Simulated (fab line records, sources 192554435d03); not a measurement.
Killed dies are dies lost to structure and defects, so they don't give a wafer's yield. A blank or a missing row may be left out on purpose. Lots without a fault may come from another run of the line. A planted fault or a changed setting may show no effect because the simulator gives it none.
fab line records | flow n5_finfet
record lots=24 wafers=72 last_day=21
route steps=1938 shown BEOL_M4@1108 BEOL_M5@1152 BEOL_M6@1194
lots that met no fault: from a run of the same line without faults
start_h: hours from the record's first day to the start of the lot's first wafer shown | wait_h: hours since the lot's step before | " the same as in the row above | L1.1+2: a row that stands for several wafers | - no value, or no start given | * or withheld: withheld | < > ~ a bound
route shown NAME@n: a module of which the file shows steps, and the number in the route of the first | usual: mean/standard deviation of fault-free wafers | same: alike in all rows | chamber/n: place in a boat | sites: the reading at each site | _std_site: their standard deviation | _edge_site: outer sites' mean less inner sites' | radius_mm: how far each site lies from the wafer's centre | mask NAME#n: copy n | behind: the tool/chamber that last shaped the wafer | hold: why the lot was held/for how many hours/how that ended | device: the transistor (n, p or np) that didn't switch | end of line: the same wafers' tests at the end of the route | a step without rows: its recipe alone | killed: dies lost to structure and defects at the first sort, not the wafer's yield | map: a wafer's dies, x killed, . not, _ none there
set.NAME: the setting as run; set.NAME@STEP: as run at that earlier step | model.NAME: the simulator's own value behind a step, which no gauge read
steps of the route over a sample of lots; a table a step, a row a wafer
services: from which hour (start_h, from the record's first day; less than 0 if before it) a tool's chamber was out of use, for how many hours, and why
## steps
# step N5_BEOL_M4_DEP_57
# recipe material=SiCN target_thk_a=80 temp_c=withheld precursor=3MS/NH3 pressure_torr=3 rf_w=202 time_s=14
# usual showerhead_plenum_p_Torr=3.668/0.013 throttle_valve_pct=9.1/0.39
# same time_s=14
# columns lot.wafer tool chamber start_h wait_h showerhead_plenum_p_Torr throttle_valve_pct
L076.2 pecvd-03 2 264.80 0.0 3.689 8.5
L076.5 " 0 " " 3.650 9.3
L076.6 " 1 " " 3.663 9.7
L074.3 pecvd-02 0 270.86 0.0 3.664 9.1
L074.4 " 1 " " 3.660 9.4
L074.5 " 2 " " 3.679 9.0
L075.1 pecvd-02 1 273.81 0.0 3.653 9.6
L075.4 " 2 " " 3.667 9.3
L075.5 " 1 " " 3.647 9.2
L077.2 pecvd-03 0 276.41 0.0 3.658 9.1
L077.3 " 1 " " 3.651 9.5
L077.6 " 2 " " 3.679 8.6
L078.1 pecvd-02 0 278.15 0.0 3.673 9.3
L078.4 " 1 " " 3.653 9.7
L078.6 " 2 " " 3.667 9.1
L079.2 pecvd-01 0 281.24 0.0 3.654 9.8
L079.3 " 1 " " 3.686 8.7
L079.4 " 1 " " 3.682 8.7
L081.1 pecvd-01 2 298.45 0.0 3.666 8.4
L081.2 " 1 " " 3.690 8.4
L081.6 " 0 " " 3.668 9.5
L080.2 pecvd-02 0 305.18 0.0 3.677 9.2
L080.4 " 2 " " 3.670 9.0
L080.5 " 1 " " 3.650 9.2
L082.1 pecvd-02 2 306.87 0.0 3.673 8.9
L082.3 " 1 " " 3.650 9.5
L082.6 " 1 " " 3.659 9.4
L083.1 pecvd-03 1 309.83 0.0 3.664 9.5
L083.2 " 2 " " 3.687 8.7
L083.5 " 0 " " 3.660 9.2
L085.2 pecvd-01 1 317.06 0.0 3.694 8.6
L085.3 " 2 " " 3.670 8.5
L085.6 " 1 " " 3.683 8.5
L084.1 pecvd-03 2 322.98 0.0 3.692 8.5
L084.3 " 1 " " 3.664 9.6
L084.5 " 2 " " 3.700 8.8
L086.3 pecvd-03 0 326.63 0.0 3.666 9.3
L086.5 " 0 " " 3.651 9.2
L086.6 " 1 " " 3.657 10.0
L089.1 pecvd-01 1 344.75 0.0 3.678 8.7
L089.2 " 2 " " 3.675 8.7
L089.5 " 2 " " 3.676 8.5
L091.3 pecvd-02 2 348.33 0.0 3.661 8.8
L091.4 " 1 " " 3.645 9.2
L091.6 " 2 " " 3.678 9.1
L088.1 pecvd-03 2 349.61 0.0 3.691 8.8
L088.5 " 2 " " 3.686 8.6
L088.6 " 1 " " 3.663 9.7
L087.1 pecvd-01 1 353.27 0.0 3.680 8.5
L087.2 " 0 " " 3.647 9.8
L087.6 " 2 " " 3.674 8.6
L090.2 pecvd-02 0 357.72 0.0 3.670 9.3
L090.3 " 0 " " 3.670 9.3
L090.6 " 0 " " 3.662 9.1
L092.3 pecvd-02 0 359.93 0.0 3.670 9.4
L092.5 " 0 " " 3.656 9.2
L092.6 " 1 " " 3.642 9.3
L093.1 pecvd-01 0 377.73 0.0 3.658 9.8
L093.3 " 2 " " 3.669 8.6
L093.6 " 2 " " 3.665 8.6
L094.1 pecvd-03 2 385.56 0.0 3.690 8.7
L094.3 " 1 " " 3.647 9.9
L094.4 " 2 " " 3.694 8.8
L095.1 pecvd-02 1 385.75 0.0 3.646 9.4
L095.3 " 0 " " 3.664 9.3
L095.6 " 2 " " 3.668 9.1
L096.1 pecvd-03 0 388.98 0.0 3.662 9.5
L096.5 " 0 " " 3.660 9.4
L096.6 " 1 " " 3.667 9.8
L097.2 pecvd-02 2 402.14 0.0 3.662 8.9
L097.3 " 2 " " 3.670 8.8
L097.6 " 2 " " 3.664 9.2
# step N5_BEOL_M5_ETCH_75
# recipe chemistry=N2/H2 target=underlayer target_depth_a=65 mask_material=CAR-EUV time_s=5.2 ion_energy_ev=200 pressure_mtorr=30 source_w=840 bias_w=150 n2_flow_sccm=200 h2_flow_sccm=200 ends=cleared
# usual chamber_pressure_mTorr=30.00/0.039 drypump_motor_current_A=5.7/0.4 etch_rf_on_time_s=5.19/0.14 oes_product_au=0.67/0.074 rf_vpp_V=523.6/2.9 showerhead_plenum_p_Torr=2.52/0.1 throttle_valve_pct=17.8/0.3
# columns lot.wafer tool chamber start_h wait_h chamber_pressure_mTorr drypump_motor_current_A etch_rf_on_time_s oes_product_au rf_hours_counter_h rf_vpp_V showerhead_plenum_p_Torr throttle_valve_pct
L076.2 rie_diel-06 1 271.03 0.0 30.00 5.6 5.20 0.64 163 521.8 2.41 18.1
L076.5 " 0 " " 30.01 5.7 5.12 0.79 - 524.4 2.48 17.3
L076.6 " 1 " " 29.94 5.6 5.19 0.65 - 520.6 2.41 18.1
L074.3 rie_diel-02 0 276.41 0.0 30.03 5.8 4.96 0.70 101 524.5 2.44 17.7
L074.4 " 1 " " 30.03 4.8 5.08 0.65 176 522.7 2.52 18.1
L074.5 " 2 " " 30.01 5.8 5.45 0.57 - 518.1 2.43 18.2
L075.1 rie_diel-06 3 280.73 0.0 30.06 5.4 5.17 0.77 23 527.3 2.72 18.1
L075.4 " 2 " " 30.01 5.8 5.32 0.60 201 524.2 2.63 17.5
L075.5 " 2 " " 29.98 5.8 5.28 0.60 - 525.0 2.63 17.5
L077.2 rie_diel-02 0 285.18 0.0 29.99 5.8 4.99 0.68 104 523.9 2.44 17.7
L077.3 " 1 " " 30.07 4.8 5.04 0.65 178 524.8 2.52 18.1
L077.6 " 1 " " 30.03 4.8 5.04 0.65 - 522.9 2.52 18.1
L078.1 rie_diel-03 3 285.24 0.0 30.03 6.5 5.37 0.61 160 522.9 2.53 17.7
L078.4 " 2 " " 29.93 5.9 5.13 0.60 - 520.4 2.41 17.7
L078.6 " 0 " " 30.01 5.3 5.02 0.78 - 522.3 2.48 17.7
L079.2 rie_diel-03 3 285.69 0.0 29.96 6.5 5.40 0.63 160 527.3 2.53 17.7
L079.3 " 0 " " 29.99 5.3 5.04 0.76 20 523.5 2.48 17.7
L079.4 " 0 " " 30.06 5.2 5.03 0.77 - 523.0 2.48 17.7
L081.1 rie_diel-02 0 304.05 0.0 30.02 5.8 4.93 0.70 109 521.9 2.43 17.7
L081.2 " 2 " " 29.92 5.9 5.35 0.57 221 518.6 2.43 18.2
L081.6 " 2 " " 30.03 5.9 5.36 0.58 - 519.8 2.43 18.3
L080.2 rie_diel-06 0 311.79 0.0 30.06 5.7 5.19 0.76 44 521.3 2.47 17.3
L080.4 " 2 " " 29.98 5.8 5.28 0.59 210 526.9 2.62 17.5
L080.5 " 3 " " 30.02 5.4 5.17 0.78 - 526.4 2.71 18.2
L083.1 rie_diel-02 1 315.36 0.0 30.01 4.8 5.13 0.63 188 522.2 2.52 18.1
L083.2 " 2 " " 30.00 5.9 5.45 0.57 225 518.4 2.42 18.2
L083.5 " 1 " " 29.99 4.8 5.04 0.64 - 526.7 2.52 18.1
L082.1 rie_diel-03 0 315.41 0.0 29.99 5.2 5.02 0.75 29 524.3 2.48 17.7
L082.3 " 3 " " 30.01 6.5 5.40 0.61 170 524.5 2.52 17.7
L082.6 " 0 " " 30.01 5.2 5.06 0.76 - 522.8 2.48 17.7
L085.2 rie_diel-06 0 321.57 0.0 29.95 5.7 5.27 0.76 47 522.9 2.47 17.3
L085.3 " 1 " " 30.02 5.6 5.27 0.62 176 520.7 2.40 18.1
L085.6 " 1 " " 30.03 5.7 5.30 0.63 - 521.0 2.40 18.1
L084.1 rie_diel-02 2 328.27 0.0 29.99 5.9 5.34 0.58 229 519.4 2.42 18.2
L084.3 " 3 " " 29.96 5.4 5.14 0.69 82 527.4 2.67 17.6
L084.5 " 2 " " 30.02 5.9 5.30 0.58 - 522.3 2.42 18.3
L086.3 rie_diel-03 3 332.03 0.0 29.99 6.5 5.37 0.61 175 525.4 2.52 17.7
L086.5 " 3 " " 29.91 6.5 5.38 0.62 - 523.6 2.52 17.7
L086.6 " 0 " " 30.04 5.3 4.95 0.74 - 524.0 2.48 17.7
L089.1 rie_diel-02 3 350.07 0.0 30.03 5.4 5.24 0.66 90 526.6 2.67 17.6
L089.2 " 0 " " 29.95 5.8 5.06 0.66 123 522.4 2.43 17.8
L089.5 " 2 " " 29.99 5.8 5.48 0.57 - 521.8 2.42 18.3
L091.3 rie_diel-03 3 352.85 0.0 30.01 6.5 5.40 0.61 183 522.4 2.52 17.7
L091.4 " 0 " " 30.01 5.2 5.02 0.72 43 520.8 2.47 17.7
L091.6 " 2 " " 30.01 6.0 5.22 0.58 - 519.0 2.40 17.7
L088.1 rie_diel-06 0 359.01 0.0 29.93 5.7 5.18 0.74 61 522.1 2.47 17.4
L088.5 " 1 " " 29.98 5.6 5.20 0.62 - 519.6 2.40 18.2
L088.6 " 0 " " 30.04 5.7 5.19 0.73 - 521.2 2.47 17.3
L087.1 rie_diel-06 2 361.20 0.0 29.98 5.8 5.24 0.59 221 525.8 2.62 17.5
L087.2 " 1 " " 29.96 5.7 5.19 0.62 191 519.2 2.40 18.1
L087.6 " 0 " " 30.07 5.7 5.11 0.74 - 523.0 2.47 17.4
L092.3 rie_diel-03 3 365.70 0.0 30.00 6.5 5.46 0.60 186 523.1 2.52 17.7
L092.5 " 3 " " 30.04 6.5 5.45 0.60 - 523.5 2.52 17.7
L092.6 " 1 " " 29.99 5.9 5.11 0.80 - 528.0 2.60 17.5
L090.2 rie_diel-06 0 366.72 0.0 30.01 5.7 5.15 0.73 64 523.1 2.46 17.4
L090.3 " 1 " " 29.97 5.6 5.21 0.63 193 520.7 2.39 18.2
L090.6 " 1 " " 29.96 5.7 5.18 0.63 - 520.7 2.39 18.1
L093.1 rie_diel-03 0 384.07 0.0 29.92 5.2 4.98 0.72 53 523.4 2.47 17.7
L093.3 " 3 " " 30.04 6.5 5.38 0.60 194 521.0 2.51 17.8
L093.6 " 0 " " 30.04 5.3 5.03 0.72 - 519.9 2.47 17.7
L094.1 rie_diel-02 3 390.94 0.0 30.01 5.4 5.19 0.67 108 528.5 2.66 17.6
L094.3 " 1 " " 29.98 4.8 5.07 0.63 206 521.2 2.51 18.2
L094.4 " 1 " " 29.92 4.8 4.99 0.63 - 525.4 2.51 18.2
L095.1 rie_diel-06 2 391.05 0.0 29.95 5.8 5.36 0.57 231 527.2 2.61 17.5
L095.3 " 1 " " 29.99 5.7 5.20 0.61 200 520.6 2.39 18.1
L095.6 " 2 " " 29.96 5.8 5.29 0.58 - 524.5 2.61 17.6
L096.1 rie_diel-06 1 395.41 0.0 30.06 5.6 5.25 0.62 201 521.0 2.39 18.2
L096.5 " 1 " " 30.01 5.6 5.30 0.62 - 521.9 2.39 18.2
L096.6 " 0 " " 30.01 5.7 5.20 0.72 - 520.1 2.46 17.4
L097.2 rie_diel-03 3 407.12 0.0 29.98 6.5 5.40 0.59 201 524.6 2.51 17.8
L097.3 " 1 " " 30.03 5.9 5.20 0.76 36 525.6 2.59 17.5
L097.6 " 2 " " 30.00 5.9 5.12 0.81 - 526.9 2.72 17.3
# step N5_BEOL_M5_STRIP_36
# recipe chemistry=N2/H2 power_w=450 temp_c=40 pressure_mtorr=20 rf_frequency_hz=6e+07 overash_fraction=0.3 bias_power_w=7 h2_frac=0.5 n2_flow_sccm=200 h2_flow_sccm=200
# usual chamber_pressure_mTorr=20.00/0.032 drypump_motor_current_A=5.7/0.4 oes_product_au=0.79/0.087 rf_vpp_V=59.3/1.4 showerhead_plenum_p_Torr=2.52/0.1 throttle_valve_pct=23.5/0.35
# columns lot.wafer tool chamber start_h wait_h chamber_pressure_mTorr drypump_motor_current_A oes_product_au rf_hours_counter_h rf_vpp_V showerhead_plenum_p_Torr throttle_valve_pct
L076.2 rie_diel-06 1 271.22 0.0 19.99 5.7 0.75 163 58.3 2.40 23.8
L076.5 " 0 " " 19.97 5.7 0.92 - 57.5 2.47 23.0
L076.6 " 1 " " 19.97 5.7 0.76 - 58.9 2.40 23.8
L074.3 rie_diel-02 0 276.60 0.0 19.98 5.8 0.80 101 61.4 2.43 23.4
L074.4 " 1 " " 19.98 4.8 0.75 176 58.7 2.52 24.0
L074.5 " 2 " " 20.01 5.8 0.68 - 59.5 2.42 23.9
L075.1 rie_diel-06 3 280.92 0.0 19.92 5.4 0.91 23 61.0 2.71 24.1
L075.4 " 2 " " 19.98 5.8 0.70 201 60.1 2.62 23.2
L075.5 " 2 " " 19.98 5.8 0.70 - 58.0 2.62 23.2
L077.2 rie_diel-02 0 285.38 0.0 20.01 5.8 0.81 104 57.8 2.43 23.4
L077.3 " 1 " " 19.99 4.9 0.76 178 57.8 2.52 24.0
L077.6 " 1 " " 19.97 4.9 0.75 - 58.1 2.52 24.0
L078.1 rie_diel-03 3 285.43 0.0 19.97 6.5 0.72 160 58.7 2.52 23.2
L078.4 " 2 " " 19.92 6.0 0.69 - 59.8 2.40 23.4
L078.6 " 0 " " 19.98 5.2 0.91 - 58.2 2.48 23.3
L079.2 rie_diel-03 3 285.88 0.0 19.97 6.5 0.72 160 61.2 2.52 23.3
L079.3 " 0 " " 20.01 5.2 0.90 20 56.8 2.48 23.3
L079.4 " 0 " " 20.04 5.2 0.90 - 59.5 2.48 23.3
L081.1 rie_diel-02 0 304.25 0.0 20.04 5.8 0.79 109 58.1 2.43 23.5
L081.2 " 2 " " 20.02 5.9 0.67 222 58.5 2.42 23.9
L081.6 " 2 " " 19.97 5.8 0.67 - 58.1 2.42 23.8
L080.2 rie_diel-06 0 311.98 0.0 19.95 5.7 0.91 44 60.5 2.47 23.0
L080.4 " 2 " " 20.00 5.8 0.68 210 62.2 2.62 23.2
L080.5 " 3 " " 20.01 5.4 0.89 - 59.9 2.71 24.1
L083.1 rie_diel-02 1 315.55 0.0 19.99 4.8 0.75 188 58.7 2.51 24.1
L083.2 " 2 " " 19.98 5.9 0.69 225 56.3 2.42 23.9
L083.5 " 1 " " 19.99 4.8 0.74 - 59.8 2.52 24.0
L082.1 rie_diel-03 0 315.60 0.0 19.98 5.2 0.89 29 58.0 2.47 23.3
L082.3 " 3 " " 19.95 6.5 0.72 170 60.2 2.52 23.2
L082.6 " 0 " " 20.00 5.2 0.88 - 60.1 2.47 23.4
L085.2 rie_diel-06 0 321.76 0.0 20.04 5.8 0.89 47 59.0 2.47 23.0
L085.3 " 1 " " 19.98 5.6 0.75 176 58.6 2.40 23.8
L085.6 " 1 " " 20.00 5.6 0.74 - 60.4 2.40 23.8
L084.1 rie_diel-02 2 328.46 0.0 20.03 5.9 0.67 230 58.1 2.42 23.9
L084.3 " 3 " " 19.98 5.4 0.80 82 59.2 2.67 23.4
L084.5 " 2 " " 19.97 5.8 0.67 - 57.6 2.42 23.9
L086.3 rie_diel-03 3 332.23 0.0 20.01 6.5 0.71 175 59.5 2.52 23.3
L086.5 " 3 " " 20.00 6.5 0.70 - 61.2 2.52 23.3
L086.6 " 0 " " 19.97 5.3 0.87 - 60.4 2.47 23.4
L089.1 rie_diel-02 3 350.26 0.0 20.00 5.4 0.79 90 60.5 2.67 23.4
L089.2 " 0 " " 19.97 5.8 0.77 123 56.6 2.42 23.5
L089.5 " 2 " " 19.97 5.8 0.67 - 62.2 2.42 23.8
L091.3 rie_diel-03 3 353.04 0.0 20.02 6.5 0.70 183 58.2 2.51 23.3
L091.4 " 0 " " 19.99 5.2 0.86 43 58.6 2.47 23.4
L091.6 " 2 " " 19.97 6.0 0.66 - 58.8 2.40 23.4
L088.1 rie_diel-06 0 359.20 0.0 20.06 5.7 0.88 61 59.4 2.46 23.0
L088.5 " 1 " " 19.99 5.6 0.73 - 59.6 2.39 23.9
L088.6 " 0 " " 20.00 5.7 0.87 - 60.3 2.46 23.0
L087.1 rie_diel-06 2 361.39 0.0 20.01 5.8 0.68 222 58.3 2.61 23.2
L087.2 " 1 " " 20.04 5.7 0.71 191 60.1 2.39 23.9
L087.6 " 0 " " 19.94 5.7 0.88 - 59.7 2.46 23.0
L092.3 rie_diel-03 3 365.89 0.0 20.02 6.4 0.68 186 63.3 2.51 23.2
L092.5 " 3 " " 20.02 6.5 0.69 - 60.0 2.51 23.3
L092.6 " 1 " " 20.04 5.9 0.92 - 58.1 2.59 23.2
L090.2 rie_diel-06 0 366.91 0.0 19.96 5.7 0.88 64 62.9 2.46 23.0
L090.3 " 1 " " 19.96 5.6 0.73 193 58.7 2.39 23.9
L090.6 " 1 " " 19.99 5.7 0.73 - 58.1 2.39 23.8
L093.1 rie_diel-03 0 384.26 0.0 20.00 5.2 0.84 53 57.9 2.46 23.4
L093.3 " 3 " " 19.96 6.5 0.69 194 58.5 2.51 23.3
L093.6 " 0 " " 19.98 5.2 0.84 - 58.8 2.46 23.4
L094.1 rie_diel-02 3 391.14 0.0 19.99 5.4 0.76 108 60.4 2.66 23.4
L094.3 " 1 " " 20.06 4.8 0.73 207 56.5 2.51 24.1
L094.4 " 1 " " 20.01 4.8 0.74 - 59.8 2.51 24.1
L095.1 rie_diel-06 2 391.24 0.0 19.97 5.8 0.68 231 60.8 2.61 23.2
L095.3 " 1 " " 20.00 5.6 0.72 201 59.5 2.39 23.9
L095.6 " 2 " " 20.03 5.8 0.67 - 58.5 2.61 23.2
L096.1 rie_diel-06 1 395.60 0.0 20.03 5.7 0.72 202 57.0 2.39 23.9
L096.5 " 1 " " 20.05 5.7 0.73 - 56.7 2.39 23.8
L096.6 " 0 " " 20.00 5.7 0.86 - 56.9 2.46 23.0
L097.2 rie_diel-03 3 407.32 0.0 19.98 6.5 0.70 201 59.4 2.50 23.3
L097.3 " 1 " " 20.00 5.9 0.90 36 61.1 2.59 23.2
L097.6 " 2 " " 19.96 6.0 0.94 - 59.7 2.71 23.0
# step N5_BEOL_M5_ANNEAL_82
# recipe temp_c=400 time_s=1800 ambient=vacuum
# usual heater_power_w=821/120
# same time_s=1800
# columns lot.wafer tool chamber start_h wait_h heater_power_w
L076.2 pvd_sputter-03 - 274.50 0.0 764
L076.5 " - " " 768
L076.6 " - " " 862
L074.3 pvd_sputter-01 - 279.26 0.0 748
L074.4 " - " " 775
L074.5 " - " " 748
L075.1 pvd_sputter-02 - 283.74 0.0 668
L075.4 " - " " 756
L075.5 " - " " 1024
L077.2 pvd_sputter-02 - 288.29 0.0 767
L077.3 " - " " 789
L077.6 " - " " 675
L078.1 pvd_sputter-03 - 288.40 0.0 996
L078.4 " - " " 764
L078.6 " - " " 759
L079.2 pvd_sputter-01 - 288.74 0.0 766
L079.3 " - " " 755
L079.4 " - " " 701
L081.1 pvd_sputter-01 - 307.18 0.0 782
L081.2 " - " " 760
L081.6 " - " " 1015
L080.2 pvd_sputter-01 - 315.05 0.0 759
L080.4 " - " " 996
L080.5 " - " " 750
L083.1 pvd_sputter-03 - 318.09 0.0 974
L083.2 " - " " 764
L083.5 " - " " 879
L082.1 pvd_sputter-01 - 319.71 0.0 1009
L082.3 " - " " 773
L082.6 " - " " 768
L085.2 pvd_sputter-02 - 324.85 0.0 764
L085.3 " - " " 678
L085.6 " - " " 759
L084.1 pvd_sputter-01 - 331.89 0.0 770
L084.3 " - " " 690
L084.5 " - " " 683
L086.3 pvd_sputter-02 - 335.44 0.0 1019
L086.5 " - " " 1054
L086.6 " - " " 674
L089.1 pvd_sputter-01 - 353.48 0.0 783
L089.2 " - " " 692
L089.5 " - " " 771
L091.3 pvd_sputter-03 - 355.89 0.0 962
L091.4 " - " " 787
L091.6 " - " " 773
L088.1 pvd_sputter-02 - 362.11 0.0 785
L088.5 " - " " 754
L088.6 " - " " 790
L087.1 pvd_sputter-01 - 364.13 0.0 759
L087.2 " - " " 1002
L087.6 " - " " 1021
L092.3 pvd_sputter-02 - 368.74 0.0 1026
L092.5 " - " " 791
L092.6 " - " " 777
L090.2 pvd_sputter-01 - 370.12 0.0 690
L090.3 " - " " 783
L090.6 " - " " 770
L093.1 pvd_sputter-01 - 387.06 0.0 797
L093.3 " - " " 1007
L093.6 " - " " 1014
L094.1 pvd_sputter-03 - 394.46 0.0 795
L094.3 " - " " 892
L094.4 " - " " 770
L095.1 pvd_sputter-02 - 395.31 0.0 676
L095.3 " - " " 763
L095.6 " - " " 1011
L096.1 pvd_sputter-03 - 398.88 0.0 879
L096.5 " - " " 860
L096.6 " - " " 759
L097.2 pvd_sputter-01 - 411.38 0.0 760
L097.3 " - " " 1003
L097.6 " - " " 725
# step N5_BEOL_M5_PRE_CLEAN_77
# recipe gas=NH3/H2 time_s=15 temp_c=* rf_power_w=300
# usual heater_power_w=88/19
# same time_s=15
# columns lot.wafer tool chamber start_h wait_h heater_power_w
L076.2 cvd_co-01 2 278.51 0.0 74
L076.5 " 0 " " 62
L076.6 " 1 " " 91
L074.3 cvd_co-02 0 283.56 0.0 103
L074.4 " 1 " " 93
L074.5 " 0 " " 103
L075.1 cvd_co-02 2 287.76 0.0 121
L075.4 " 0 " " 106
L075.5 " 1 " " 91
L077.2 cvd_co-01 2 292.30 0.0 72
L077.3 " 1 " " 90
L077.6 " 2 " " 72
L078.1 cvd_co-01 2 292.42 0.0 72
L078.4 " 0 " " 65
L078.6 " 2 " " 73
L079.2 cvd_co-02 1 293.08 0.0 90
L079.3 " 2 " " 120
L079.4 " 0 " " 104
L081.1 cvd_co-01 0 311.19 0.0 64
L081.2 " 2 " " 72
L081.6 " 0 " " 64
L080.2 cvd_co-01 1 319.06 0.0 92
L080.4 " 2 " " 73
L080.5 " 1 " " 90
L083.1 cvd_co-01 1 322.71 0.3 89
L083.2 " 2 " " 71
L083.5 " 0 " " 63
L082.1 cvd_co-01 0 324.06 0.0 64
L082.3 " 2 " " 76
L082.6 " 0 " " 66
L085.2 cvd_co-01 2 329.60 0.0 75
L085.3 " 1 " " 89
L085.6 " 1 " " 91
L084.1 cvd_co-02 2 335.90 0.0 120
L084.3 " 2 " " 122
L084.5 " 2 " " 120
L086.3 cvd_co-01 1 339.76 0.2 93
L086.5 " 0 " " 66
L086.6 " 1 " " 91
L089.1 cvd_co-01 0 357.50 0.0 65
L089.2 " 1 " " 92
L089.5 " 1 " " 90
L091.3 cvd_co-01 1 360.31 0.1 90
L091.4 " 0 " " 64
L091.6 " 1 " " 90
L088.1 cvd_co-02 0 366.13 0.0 105
L088.5 " 0 " " 105
L088.6 " 1 " " 76
L087.1 cvd_co-01 0 368.14 0.0 65
L087.2 " 1 " " 91
L087.6 " 1 " " 91
L092.3 cvd_co-01 1 372.77 0.1 90
L092.5 " 0 " " 65
L092.6 " 1 " " 90
L090.2 cvd_co-02 1 374.13 0.0 78
L090.3 " 2 " " 123
L090.6 " 1 " " 76
L093.1 cvd_co-02 1 391.08 0.0 78
L093.3 " 2 " " 123
L093.6 " 1 " " 77
L094.1 cvd_co-02 2 398.47 0.0 122
L094.3 " 1 " " 77
L094.4 " 0 " " 106
L095.1 cvd_co-02 1 399.33 0.0 77
L095.3 " 0 " " 105
L095.6 " 0 " " 105
L096.1 cvd_co-02 1 402.91 0.1 78
L096.5 " 2 " " 121
L096.6 " 1 " " 78
L097.2 cvd_co-01 1 415.42 0.0 90
L097.3 " 1 " " 91
L097.6 " 0 " " 65
# step N5_BEOL_M6_ILD_DEP_00
# recipe material=SiCOH_lowk target_thk_a=1797.5 temp_c=300 precursor=DEMS/porogen pressure_torr=5 rf_w=500 time_s=33.4
# usual heater_power_w=334/65 showerhead_plenum_p_Torr=5.738/0.017 throttle_valve_pct=13.9/0.63
# same time_s=33.4
# columns lot.wafer tool chamber start_h wait_h heater_power_w showerhead_plenum_p_Torr throttle_valve_pct
L076.2 pecvd-01 2 278.83 0.0 196 5.741 13.0
L076.5 " 0 " " 292 5.739 14.6
L076.6 " 1 " " 313 5.762 13.3
L074.3 pecvd-01 1 283.85 0.0 300 5.761 13.4
L074.4 " 1 " " 296 5.744 13.4
L074.5 " 2 " " 204 5.760 13.0
L075.1 pecvd-02 0 288.04 0.0 326 5.740 14.2
L075.4 " 1 " " 338 5.720 14.5
L075.5 " 2 " " 310 5.747 13.5
L077.2 pecvd-02 1 292.59 0.0 374 5.719 14.5
L077.3 " 2 " " 320 5.753 13.8
L077.6 " 2 " " 314 5.745 13.7
L078.1 pecvd-01 1 292.71 0.0 364 5.760 13.2
L078.4 " 2 " " 235 5.776 13.1
L078.6 " 1 " " 371 5.766 13.3
L079.2 pecvd-04 1 293.39 0.0 366 5.712 14.5
L079.3 " 0 " " 462 5.737 14.0
L079.4 " 2 " " 383 5.742 13.1
L081.1 pecvd-01 2 311.47 0.0 203 5.760 13.2
L081.2 " 0 " " 296 5.720 14.7
L081.6 " 2 " " 209 5.754 12.9
L080.2 pecvd-02 0 319.34 0.0 292 5.733 14.3
L080.4 " 1 " " 354 5.731 14.3
L080.5 " 0 " " 295 5.729 14.2
L083.1 pecvd-04 2 323.00 0.0 348 5.728 13.1
L083.2 " 1 " " 343 5.719 14.7
L083.5 " 0 " " 482 5.724 14.1
L082.1 pecvd-04 1 324.35 0.0 305 5.703 14.3
L082.3 " 2 " " 435 5.738 13.1
L082.6 " 2 " " 432 5.735 13.2
L085.2 pecvd-01 0 329.88 0.0 308 5.735 14.9
L085.3 " 2 " " 229 5.739 12.9
L085.6 " 0 " " 304 5.729 14.9
L084.1 pecvd-02 0 336.24 0.0 344 5.751 14.1
L084.3 " 2 " " 323 5.753 13.7
L084.5 " 1 " " 354 5.728 14.4
L086.3 pecvd-02 0 340.08 0.0 325 5.741 14.1
L086.5 " 1 " " 331 5.731 14.6
L086.6 " 0 " " 321 5.728 14.2
L089.1 pecvd-02 0 358.10 0.0 333 5.734 14.2
L089.2 " 1 " " 371 5.721 14.4
L089.5 " 1 " " 380 5.715 14.6
L091.3 pecvd-04 1 360.63 0.0 325 5.723 14.7
L091.4 " 1 " " 336 5.708 14.7
L091.6 " 2 " " 419 5.727 13.3
L088.1 pecvd-02 1 366.41 0.0 368 5.736 14.4
L088.5 " 0 " " 347 5.735 14.1
L088.6 " 1 " " 366 5.730 14.4
L087.1 pecvd-01 2 368.50 0.0 221 5.761 12.9
L087.2 " 0 " " 262 5.728 15.2
L087.6 " 2 " " 227 5.764 12.9
L092.3 pecvd-04 1 373.09 0.0 368 5.717 14.5
L092.5 " 0 " " 406 5.717 14.3
L092.6 " 1 " " 375 5.729 14.6
L090.2 pecvd-04 0 374.44 0.0 446 5.745 14.1
L090.3 " 1 " " 319 5.725 14.5
L090.6 " 0 " " 455 5.729 14.2
L093.1 pecvd-04 0 391.36 0.0 468 5.724 14.0
L093.3 " 2 " " 395 5.742 13.3
L093.6 " 0 " " 470 5.719 14.1
L094.1 pecvd-01 1 398.79 0.0 354 5.757 13.2
L094.3 " 2 " " 213 5.745 13.2
L094.4 " 1 " " 348 5.766 13.2
L095.1 pecvd-02 0 399.62 0.0 330 5.738 14.4
L095.3 " 0 " " 321 5.746 14.3
L095.6 " 2 " " 281 5.740 13.7
L096.1 pecvd-01 1 403.21 0.0 361 5.755 13.1
L096.5 " 0 " " 258 5.733 14.9
L096.6 " 1 " " 355 5.773 12.9
L097.2 pecvd-04 1 415.79 0.0 334 5.715 14.6
L097.3 " 1 " " 338 5.719 14.6
L097.6 " 1 " " 346 5.709 14.6
## services
# columns tool chamber start_h hours kind
cvd_co-02 0 247.70 7.2 repair
pvd_sputter-02 - 256.23 2.3 repair
pecvd-01 - 256.72 1.2 repair
rie_diel-02 2 261.12 1.7 repair
rie_diel-03 3 264.21 16.9 repair
pecvd-01 - 264.29 1.3 repair
pecvd-04 - 265.32 2.9 repair
rie_diel-03 0 266.87 9.2 repair
pecvd-02 0 278.63 3.9 repair
rie_diel-02 2 283.39 7.7 repair
pecvd-02 - 288.53 2.8 pm
pecvd-04 1 306.59 4.1 repair
cvd_co-02 - 311.81 12.3 repair
pecvd-02 - 324.36 0.8 repair
pecvd-04 - 324.90 0.8 repair
cvd_co-01 2 330.44 103.8 repair
pecvd-01 - 334.31 2.8 pm
rie_diel-06 2 340.34 7.7 repair
pecvd-02 2 355.98 11.3 repair
rie_diel-02 1 357.58 23.7 repair
rie_diel-02 - 358.10 0.8 repair
pecvd-04 - 364.73 5.5 pm
pecvd-01 - 371.26 1.8 repair
pecvd-04 0 414.13 6.0 repair
## key
fault none
